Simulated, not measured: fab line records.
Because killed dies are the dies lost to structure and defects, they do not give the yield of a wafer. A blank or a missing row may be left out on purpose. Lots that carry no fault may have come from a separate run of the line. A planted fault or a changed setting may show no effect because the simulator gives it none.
Which tool was responsible? / flow nand_harc / Sampling: 10 lots, 30 wafers, 7 of 1159 route steps

WHAT THE GAUGES SHOWED, per wafer
NHARC_A_BLC_CD_MEAS_10: target cd 100 nm. Usual: cd_nm reads 100.2 nm (standard deviation 0.47).
lot=L345; measured=day 17 23:25; on=cd_sem-01; cd_nm (nm)=100.0 100.3 100.3; flag=
lot=L349; measured=day 19 01:05; on=cd_sem-02; cd_nm (nm)=101.0 100.6 101.3; flag=
lot=L352; measured=day 19 12:41; on=cd_sem-03; cd_nm (nm)=100.1 100.0 100.6; flag=
lot=L348; measured=day 19 19:00; on=cd_sem-01; cd_nm (nm)=100.1 100.1 100.3; flag=
lot=L356; measured=day 20 06:19; on=cd_sem-02; cd_nm (nm)=99.6 99.9 100.0; flag=
lot=L359; measured=day 21 03:16; on=cd_sem-03; cd_nm (nm)=100.7 100.8 100.3; flag=
lot=L360; measured=day 21 14:58; on=cd_sem-03; cd_nm (nm)=100.3 99.7 99.9; flag=
lot=L362; measured=day 21 17:08; on=cd_sem-02; cd_nm (nm)=89.8 89.9 89.4; flag=OFF
lot=L363; measured=day 21 20:14; on=cd_sem-03; cd_nm (nm)=100.8 99.8 100.3; flag=
lot=L365; measured=day 22 12:45; on=cd_sem-03; cd_nm (nm)=90.4 89.7 89.6; flag=OFF

NHARC_A_BLC_CD_MEAS_19. Usual: cd_nm reads 98.9 nm (standard deviation 2.4).
lot=L345; measured=day 18 00:33; on=cd_sem-02; cd_nm (nm)=98.5 101.5 97.6; flag=
lot=L349; measured=day 19 02:25; on=cd_sem-03; cd_nm (nm)=97.0 97.4 100.4; flag=
lot=L352; measured=day 19 13:52; on=cd_sem-01; cd_nm (nm)=99.1 96.5 98.8; flag=
lot=L348; measured=day 19 20:09; on=cd_sem-01; cd_nm (nm)=100.7 99.9 99.3; flag=
lot=L356; measured=day 20 07:28; on=cd_sem-03; cd_nm (nm)=99.2 98.3 97.1; flag=
lot=L359; measured=day 21 04:24; on=cd_sem-03; cd_nm (nm)=100.4 99.3 100.3; flag=
lot=L360; measured=day 21 16:07; on=cd_sem-01; cd_nm (nm)=96.8 98.8 96.2; flag=
lot=L362; measured=day 21 18:18; on=cd_sem-03; cd_nm (nm)=86.2 86.8 83.3; flag=OFF
lot=L363; measured=day 21 21:23; on=cd_sem-02; cd_nm (nm)=102.0 97.9 95.9; flag=
lot=L365; measured=day 22 14:08; on=cd_sem-02; cd_nm (nm)=92.1 89.4 87.4; flag=OFF

NHARC_END_SORT_01. Usual: killed_at_array 26, standard deviation 10; killed_at_other 0.8, standard deviation 1.1; killed_at_periphery 3.3, standard deviation 2.6; killed_dies 30, standard deviation 11; killed_open 3.4, standard deviation 1.8; killed_short 2.0, standard deviation 1.3.
lot=L345; measured=day 20 01:19; on=prober-01; killed_at_array=11 11 18; killed_at_other=0 0 0; killed_at_periphery=4 2 2; killed_dies=15 13 20; killed_open=5 3 3; killed_short=1 2 2; flag=
lot=L349; measured=day 21 01:04; on=prober-02; killed_at_array=36 35 31; killed_at_other=0 1 0; killed_at_periphery=2 2 5; killed_dies=38 38 36; killed_open=3 0 6; killed_short=2 2 2; flag=
lot=L352; measured=day 21 09:28; on=prober-01; killed_at_array=23 22 23; killed_at_other=1 5 1; killed_at_periphery=1 1 5; killed_dies=25 28 29; killed_open=4 6 5; killed_short=4 3 2; flag=
lot=L348; measured=day 21 18:59; on=prober-02; killed_at_array=22 41 29; killed_at_other=0 1 0; killed_at_periphery=2 4 3; killed_dies=24 46 32; killed_open=0 2 3; killed_short=0 4 3; flag=
lot=L356; measured=day 22 11:29; on=prober-02; killed_at_array=19 15 13; killed_at_other=0 0 1; killed_at_periphery=1 2 4; killed_dies=20 17 18; killed_open=4 4 4; killed_short=1 2 2; flag=
lot=L359; measured=day 23 13:21; on=prober-02; killed_at_array=28 38 39; killed_at_other=0 0 0; killed_at_periphery=0 0 0; killed_dies=28 38 39; killed_open=5 7 7; killed_short=3 1 0; flag=
lot=L360; measured=day 23 12:32; on=prober-01; killed_at_array=21 23 22; killed_at_other=4 6 2; killed_at_periphery=1 2 6; killed_dies=26 31 30; killed_open=4 2 1; killed_short=0 1 1; flag=
lot=L362; measured=day 23 20:18; on=prober-01; killed_at_array=38 44 41; killed_at_other=2 2 1; killed_at_periphery=2 2 0; killed_dies=42 48 42; killed_open=3 2 4; killed_short=1 1 2; flag=
lot=L363; measured=day 23 20:22; on=prober-02; killed_at_array=18 23 24; killed_at_other=0 0 0; killed_at_periphery=8 3 1; killed_dies=26 26 25; killed_open=3 3 3; killed_short=1 1 3; flag=
lot=L365; measured=day 24 11:54; on=prober-01; killed_at_array=20 31 24; killed_at_other=0 0 0; killed_at_periphery=10 12 13; killed_dies=30 43 37; killed_open=4 2 4; killed_short=0 2 3; flag=OFF

WHAT TOOL EACH LOT RAN ON (gives the tool, then ch and the chambers of the sampled wafers, and finally the start)
lot=L345; NHARC_A_CONTACT_STRIP_26=rie_diel-11 ch 1,3, day 17 23:19 or earlier; NHARC_A_BLC_PEB_08=litho_track-01 ch 0, day 17 23:19; NHARC_A_BLC_ETCH_16=rie_diel-03 ch 1,3, day 17 23:41; NHARC_A_BLC_ETCH_17=rie_diel-03 ch 0,1, day 18 00:33 or earlier
lot=L349; NHARC_A_CONTACT_STRIP_26=rie_diel-11 ch 2,3, day 19 01:00 or earlier; NHARC_A_BLC_PEB_08=litho_track-01 ch 0, day 19 01:00; NHARC_A_BLC_ETCH_16=rie_diel-03 ch 0,1,3, day 19 01:23; NHARC_A_BLC_ETCH_17=rie_diel-03 ch 0,1, day 19 02:25 or earlier
lot=L352; NHARC_A_CONTACT_STRIP_26=rie_diel-11 ch 1,2,3, day 19 12:37 or earlier; NHARC_A_BLC_PEB_08=litho_track-06 ch 0, day 19 12:37; NHARC_A_BLC_ETCH_16=rie_diel-03 ch 2,3, day 19 12:59; NHARC_A_BLC_ETCH_17=rie_diel-03 ch 0,2,3, day 19 13:52 or earlier
lot=L348; NHARC_A_CONTACT_STRIP_26=rie_diel-08 ch 0,1,3, day 19 18:55 or earlier; NHARC_A_BLC_PEB_08=litho_track-01 ch 0, day 19 18:55; NHARC_A_BLC_ETCH_16=rie_diel-03 ch 0,1,2, day 19 19:16; NHARC_A_BLC_ETCH_17=rie_diel-03 ch 0,2,3, day 19 20:09 or earlier
lot=L356; NHARC_A_CONTACT_STRIP_26=rie_diel-11 ch 0,2,3, day 20 06:14 or earlier; NHARC_A_BLC_PEB_08=litho_track-06 ch 0, day 20 06:14; NHARC_A_BLC_ETCH_16=rie_diel-09 ch 1,2,3, day 20 06:35; NHARC_A_BLC_ETCH_17=rie_diel-09 ch 0,1,3, day 20 07:28 or earlier
lot=L359; NHARC_A_CONTACT_STRIP_26=rie_diel-11 ch 0,1, day 21 03:11 or earlier; NHARC_A_BLC_PEB_08=litho_track-01 ch 0, day 21 03:11; NHARC_A_BLC_ETCH_16=rie_diel-09 ch 1,3, day 21 03:31; NHARC_A_BLC_ETCH_17=rie_diel-09 ch 1,2,3, day 21 04:24 or earlier
lot=L360; NHARC_A_CONTACT_STRIP_26=rie_diel-13 ch 0,3, day 21 14:53 or earlier; NHARC_A_BLC_PEB_08=litho_track-01 ch 0, day 21 14:53; NHARC_A_BLC_ETCH_16=rie_diel-03 ch 0,3, day 21 15:14; NHARC_A_BLC_ETCH_17=rie_diel-03 ch 0,1,3, day 21 16:07 or earlier
lot=L362; NHARC_A_CONTACT_STRIP_26=rie_diel-08 ch 0,1,3, day 21 17:04 or earlier; NHARC_A_BLC_PEB_08=litho_track-01 ch 0, day 21 17:04; NHARC_A_BLC_ETCH_16=rie_diel-09 ch 0,1,3, day 21 17:25; NHARC_A_BLC_ETCH_17=rie_diel-09 ch 0,1,3, day 21 18:18 or earlier
lot=L363; NHARC_A_CONTACT_STRIP_26=rie_diel-08 ch 0,3, day 21 20:09 or earlier; NHARC_A_BLC_PEB_08=litho_track-04 ch 0, day 21 20:09; NHARC_A_BLC_ETCH_16=rie_diel-09 ch 1,2,3, day 21 20:31; NHARC_A_BLC_ETCH_17=rie_diel-09 ch 0,1,3, day 21 21:23 or earlier
lot=L365; NHARC_A_CONTACT_STRIP_26=rie_diel-08 ch 0,1,2, day 22 12:40 or earlier; NHARC_A_BLC_PEB_08=litho_track-01 ch 0, day 22 12:40; NHARC_A_BLC_ETCH_16=rie_diel-03 ch 0,2,3, day 22 13:04; NHARC_A_BLC_ETCH_17=rie_diel-03 ch 0,1,3, day 22 14:08 or earlier
- NHARC_A_CONTACT_STRIP_26: strips in O2.
- NHARC_A_BLC_PEB_08: peb time 65 s.
- NHARC_A_BLC_ETCH_16: etches the open film in CF4, target depth 39 nm, time 65 s.
- NHARC_A_BLC_ETCH_17: etches the open film in N2/H2, target depth 390 nm, time 609.38 s.

AS READ BY THE TOOLS THEMSELVES (means over the sampled wafers that have a number; for cases with no such wafer, the mark the record gives instead)
NHARC_A_CONTACT_STRIP_26. Usual: drypump_motor_current_A 5.9 A, standard deviation 0.39; oes_product_au 1.002 a.u., standard deviation 0.0097; rf_vpp_V 57.6 V, standard deviation 0.88; showerhead_plenum_p_Torr 3.48 Torr, standard deviation 0.097; throttle_valve_pct 17.037 %, standard deviation 0.0088.
lot=L345; tool=rie_diel-11; drypump_motor_current_A (A)=6.2; oes_product_au (a.u.)=1.011; rf_vpp_V (V)=56.8; showerhead_plenum_p_Torr (Torr)=3.47; throttle_valve_pct (%)=17.032; flag=
lot=L349; tool=rie_diel-11; drypump_motor_current_A (A)=5.8; oes_product_au (a.u.)=1.008; rf_vpp_V (V)=58.4; showerhead_plenum_p_Torr (Torr)=3.51; throttle_valve_pct (%)=17.032; flag=
lot=L352; tool=rie_diel-11; drypump_motor_current_A (A)=6.0; oes_product_au (a.u.)=1.005; rf_vpp_V (V)=57.4; showerhead_plenum_p_Torr (Torr)=3.54; throttle_valve_pct (%)=17.031; flag=
lot=L348; tool=rie_diel-08; drypump_motor_current_A (A)=6.1; oes_product_au (a.u.)=1.003; rf_vpp_V (V)=57.7; showerhead_plenum_p_Torr (Torr)=3.43; throttle_valve_pct (%)=17.033; flag=
lot=L356; tool=rie_diel-11; drypump_motor_current_A (A)=5.8; oes_product_au (a.u.)=1.002; rf_vpp_V (V)=57.2; showerhead_plenum_p_Torr (Torr)=3.53; throttle_valve_pct (%)=17.035; flag=
lot=L359; tool=rie_diel-11; drypump_motor_current_A (A)=6.2; oes_product_au (a.u.)=0.993; rf_vpp_V (V)=57.8; showerhead_plenum_p_Torr (Torr)=3.52; throttle_valve_pct (%)=17.038; flag=
lot=L360; tool=rie_diel-13; drypump_motor_current_A (A)=5.5; oes_product_au (a.u.)=0.991; rf_vpp_V (V)=57.4; showerhead_plenum_p_Torr (Torr)=3.36; throttle_valve_pct (%)=17.037; flag=
lot=L362; tool=rie_diel-08; drypump_motor_current_A (A)=6.1; oes_product_au (a.u.)=1.003; rf_vpp_V (V)=57.7; showerhead_plenum_p_Torr (Torr)=3.42; throttle_valve_pct (%)=17.035; flag=
lot=L363; tool=rie_diel-08; drypump_motor_current_A (A)=6.0; oes_product_au (a.u.)=0.994; rf_vpp_V (V)=57.3; showerhead_plenum_p_Torr (Torr)=3.46; throttle_valve_pct (%)=17.035; flag=
lot=L365; tool=rie_diel-08; drypump_motor_current_A (A)=6.0; oes_product_au (a.u.)=1.000; rf_vpp_V (V)=57.0; showerhead_plenum_p_Torr (Torr)=3.45; throttle_valve_pct (%)=17.035; flag=

NHARC_A_BLC_PEB_08. Usual: heater_power_total_W 156.6 W, standard deviation 0.43; plate_temp_C 100.02 C, standard deviation 0.11; resist_line_temp_C 23.00 C, standard deviation 0.11.
lot=L345; tool=litho_track-01; heater_power_total_W (W)=156.8; plate_temp_C (C)=100.02; resist_line_temp_C (C)=23.01; flag=
lot=L349; tool=litho_track-01; heater_power_total_W (W)=156.6; plate_temp_C (C)=99.97; resist_line_temp_C (C)=22.96; flag=
lot=L352; tool=litho_track-06; heater_power_total_W (W)=156.5; plate_temp_C (C)=100.04; resist_line_temp_C (C)=22.93; flag=
lot=L348; tool=litho_track-01; heater_power_total_W (W)=156.5; plate_temp_C (C)=100.03; resist_line_temp_C (C)=22.96; flag=
lot=L356; tool=litho_track-06; heater_power_total_W (W)=156.4; plate_temp_C (C)=99.97; resist_line_temp_C (C)=23.09; flag=
lot=L359; tool=litho_track-01; heater_power_total_W (W)=156.3; plate_temp_C (C)=99.95; resist_line_temp_C (C)=23.03; flag=
lot=L360; tool=litho_track-01; heater_power_total_W (W)=156.5; plate_temp_C (C)=99.94; resist_line_temp_C (C)=23.05; flag=
lot=L362; tool=litho_track-01; heater_power_total_W (W)=151.2; plate_temp_C (C)=97.27; resist_line_temp_C (C)=22.91; flag=OFF
lot=L363; tool=litho_track-04; heater_power_total_W (W)=156.6; plate_temp_C (C)=99.95; resist_line_temp_C (C)=22.96; flag=
lot=L365; tool=litho_track-01; heater_power_total_W (W)=150.7; plate_temp_C (C)=97.29; resist_line_temp_C (C)=22.93; flag=OFF

NHARC_A_BLC_ETCH_16. Usual: drypump_motor_current_A 5.6 A, standard deviation 0.42; oes_product_au 0.999 a.u., standard deviation 0.011; rf_vpp_V 151.5 V, standard deviation 1.3; showerhead_plenum_p_Torr 1.78 Torr, standard deviation 0.081; throttle_valve_pct 13.284 %, standard deviation 0.0079.
lot=L345; tool=rie_diel-03; drypump_motor_current_A (A)=5.8; oes_product_au (a.u.)=1.005; rf_vpp_V (V)=152.7; showerhead_plenum_p_Torr (Torr)=1.88; throttle_valve_pct (%)=13.289; flag=
lot=L349; tool=rie_diel-03; drypump_motor_current_A (A)=5.8; oes_product_au (a.u.)=1.001; rf_vpp_V (V)=151.4; showerhead_plenum_p_Torr (Torr)=1.83; throttle_valve_pct (%)=13.291; flag=
lot=L352; tool=rie_diel-03; drypump_motor_current_A (A)=5.5; oes_product_au (a.u.)=1.004; rf_vpp_V (V)=152.1; showerhead_plenum_p_Torr (Torr)=1.83; throttle_valve_pct (%)=13.285; flag=
lot=L348; tool=rie_diel-03; drypump_motor_current_A (A)=5.6; oes_product_au (a.u.)=1.005; rf_vpp_V (V)=152.3; showerhead_plenum_p_Torr (Torr)=1.79; throttle_valve_pct (%)=13.281; flag=
lot=L356; tool=rie_diel-09; drypump_motor_current_A (A)=5.4; oes_product_au (a.u.)=0.990; rf_vpp_V (V)=150.7; showerhead_plenum_p_Torr (Torr)=1.74; throttle_valve_pct (%)=13.291; flag=
lot=L359; tool=rie_diel-09; drypump_motor_current_A (A)=5.3; oes_product_au (a.u.)=0.991; rf_vpp_V (V)=151.4; showerhead_plenum_p_Torr (Torr)=1.79; throttle_valve_pct (%)=13.287; flag=
lot=L360; tool=rie_diel-03; drypump_motor_current_A (A)=6.0; oes_product_au (a.u.)=1.010; rf_vpp_V (V)=151.3; showerhead_plenum_p_Torr (Torr)=1.77; throttle_valve_pct (%)=13.275; flag=
lot=L362; tool=rie_diel-09; drypump_motor_current_A (A)=5.8; oes_product_au (a.u.)=0.986; rf_vpp_V (V)=150.5; showerhead_plenum_p_Torr (Torr)=1.74; throttle_valve_pct (%)=13.279; flag=
lot=L363; tool=rie_diel-09; drypump_motor_current_A (A)=5.5; oes_product_au (a.u.)=0.986; rf_vpp_V (V)=151.2; showerhead_plenum_p_Torr (Torr)=1.74; throttle_valve_pct (%)=13.282; flag=
lot=L365; tool=rie_diel-03; drypump_motor_current_A (A)=5.7; oes_product_au (a.u.)=0.995; rf_vpp_V (V)=152.2; showerhead_plenum_p_Torr (Torr)=1.80; throttle_valve_pct (%)=13.284; flag=

NHARC_A_BLC_ETCH_17. Usual: drypump_motor_current_A 5.7 A, standard deviation 0.42; oes_product_au 1.000 a.u., standard deviation 0.011; rf_vpp_V 430.8 V, standard deviation 2.9; showerhead_plenum_p_Torr 2.05 Torr, standard deviation 0.1; throttle_valve_pct 14.171 %, standard deviation 0.0097.
lot=L345; tool=rie_diel-03; drypump_motor_current_A (A)=5.6; oes_product_au (a.u.)=1.012; rf_vpp_V (V)=432.5; showerhead_plenum_p_Torr (Torr)=2.10; throttle_valve_pct (%)=14.165; flag=
lot=L349; tool=rie_diel-03; drypump_motor_current_A (A)=5.6; oes_product_au (a.u.)=1.014; rf_vpp_V (V)=432.1; showerhead_plenum_p_Torr (Torr)=2.10; throttle_valve_pct (%)=14.172; flag=
lot=L352; tool=rie_diel-03; drypump_motor_current_A (A)=5.7; oes_product_au (a.u.)=1.006; rf_vpp_V (V)=431.3; showerhead_plenum_p_Torr (Torr)=2.08; throttle_valve_pct (%)=14.174; flag=
lot=L348; tool=rie_diel-03; drypump_motor_current_A (A)=5.7; oes_product_au (a.u.)=1.011; rf_vpp_V (V)=432.0; showerhead_plenum_p_Torr (Torr)=2.08; throttle_valve_pct (%)=14.167; flag=
lot=L356; tool=rie_diel-09; drypump_motor_current_A (A)=5.7; oes_product_au (a.u.)=1.002; rf_vpp_V (V)=428.8; showerhead_plenum_p_Torr (Torr)=2.00; throttle_valve_pct (%)=14.174; flag=
lot=L359; tool=rie_diel-09; drypump_motor_current_A (A)=5.4; oes_product_au (a.u.)=0.977; rf_vpp_V (V)=429.1; showerhead_plenum_p_Torr (Torr)=2.00; throttle_valve_pct (%)=14.176; flag=
lot=L360; tool=rie_diel-03; drypump_motor_current_A (A)=5.8; oes_product_au (a.u.)=1.010; rf_vpp_V (V)=431.9; showerhead_plenum_p_Torr (Torr)=2.11; throttle_valve_pct (%)=14.171; flag=
lot=L362; tool=rie_diel-09; drypump_motor_current_A (A)=5.7; oes_product_au (a.u.)=0.998; rf_vpp_V (V)=430.3; showerhead_plenum_p_Torr (Torr)=2.00; throttle_valve_pct (%)=14.169; flag=
lot=L363; tool=rie_diel-09; drypump_motor_current_A (A)=5.8; oes_product_au (a.u.)=0.995; rf_vpp_V (V)=429.2; showerhead_plenum_p_Torr (Torr)=2.00; throttle_valve_pct (%)=14.163; flag=
lot=L365; tool=rie_diel-03; drypump_motor_current_A (A)=5.8; oes_product_au (a.u.)=1.012; rf_vpp_V (V)=432.0; showerhead_plenum_p_Torr (Torr)=2.11; throttle_valve_pct (%)=14.177; flag=

THE ANSWER, worked out from the rows above alone
Rule: a lot counts as off when the mean over its wafers that have a number is more than 3 standard deviations away from the usual mean. Also off: a lot with no number at a reading for which 4 or more lots have one. All remaining lots with rows at the step are treated as sound. The gauges are gone through in route order, then the tools' own readings, and for those a lot's mean is taken as printed above. At the first step where some lot is off, the reading lying furthest off is the one used; lots without a number count as furthest.
Off, at NHARC_A_BLC_CD_MEAS_10 on cd_nm: L362, L365.
If a tool, at a process step before that reading, ran all the lots that are off and no sound lot after the first of them, it fits. The gauges at NHARC_A_BLC_CD_MEAS_10 aren't tried: what is off there is off at NHARC_A_BLC_PEB_08 too, on other tools, and a gauge's error can't cause that. NHARC_A_CONTACT_STRIP_26: start missing for some lots; hours and lot order therefore follow NHARC_A_BLC_PEB_08. One fits: litho_track-01 at NHARC_A_BLC_PEB_08. A fault onset in the window from L360 (day 21 14:53, its last sound lot) to L362 (day 21 17:04, its first lot off) fits.
The tool's own readings at NHARC_A_BLC_PEB_08 bear it out: on the lots that are off they differ by more than 5 times the standard deviation of the sound lots' means. heater_power_total_W reads 150.9 W there against 156.5 W on the sound lots; plate_temp_C reads 97.28 C there against 99.98 C on the sound lots.

WHAT WAS PUT IN BY THE SIMULATOR
Process parameter drift: litho_track-01, from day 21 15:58 on, at NHARC_A_BLC_PEB_08. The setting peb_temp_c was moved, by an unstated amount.
Struck lots among those shown: L362, L365. Same finding as the rule above.
